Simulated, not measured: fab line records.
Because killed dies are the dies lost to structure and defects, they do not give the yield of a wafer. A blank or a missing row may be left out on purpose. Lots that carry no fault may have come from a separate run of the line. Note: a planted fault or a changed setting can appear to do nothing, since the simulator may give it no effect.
Matching of chambers | flow nand_harc | rie_diel-04 running NHARC_A_STAIRCASE_DESCUM_186: 4 sister chambers
The step chemistry O2, time 3 s. 4 wafers are shown with their chamber, then 7 later ones without.

== WAFERS PAIRED WITH THEIR CHAMBERS ==
wafer  | chamber | showerhead_plenum_p_Torr (Torr)
L081.4 | 0       | 1.96
L081.6 | 1       | 1.90
L091.2 | 2       | 1.89
L091.4 | 3       | 1.82

== WAFERS WHOSE CHAMBER IS MISSING ==
wafer  | showerhead_plenum_p_Torr (Torr)
L091.6 | 1.89
L093.2 | 1.89
L093.3 | 1.82
L093.4 | 1.95
L095.2 | 1.82
L095.5 | 1.89
L095.6 | 1.89

== WHICH CHAMBER EACH ONE RAN IN ==
wafer  | from the rows above | in truth
L091.6 | 2                   | 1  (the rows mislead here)
L093.2 | 2                   | 2
L093.3 | 3                   | 3
L093.4 | 0                   | 0
L095.2 | 3                   | 3
L095.5 | 2                   | 2
L095.6 | 2                   | 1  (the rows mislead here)
Correctly placed: 5 of 7. Can't be placed from these rows: 0. Wrongly placed: 2.
How it was worked out, from the rows above alone: a wafer's distance from a chamber is the root of the sum, over the readings, of the square of ((its reading less the chamber's mean) divided by the reading's scatter). If the next closest chamber is less than 2 further off than the closest, the wafer can't be placed; otherwise it belongs to the closest. A chamber's mean is the mean of its shown wafers. The scatter: with one shown wafer a chamber, the root of the mean of the squares of how far each hidden wafer lies from its nearest shown one.
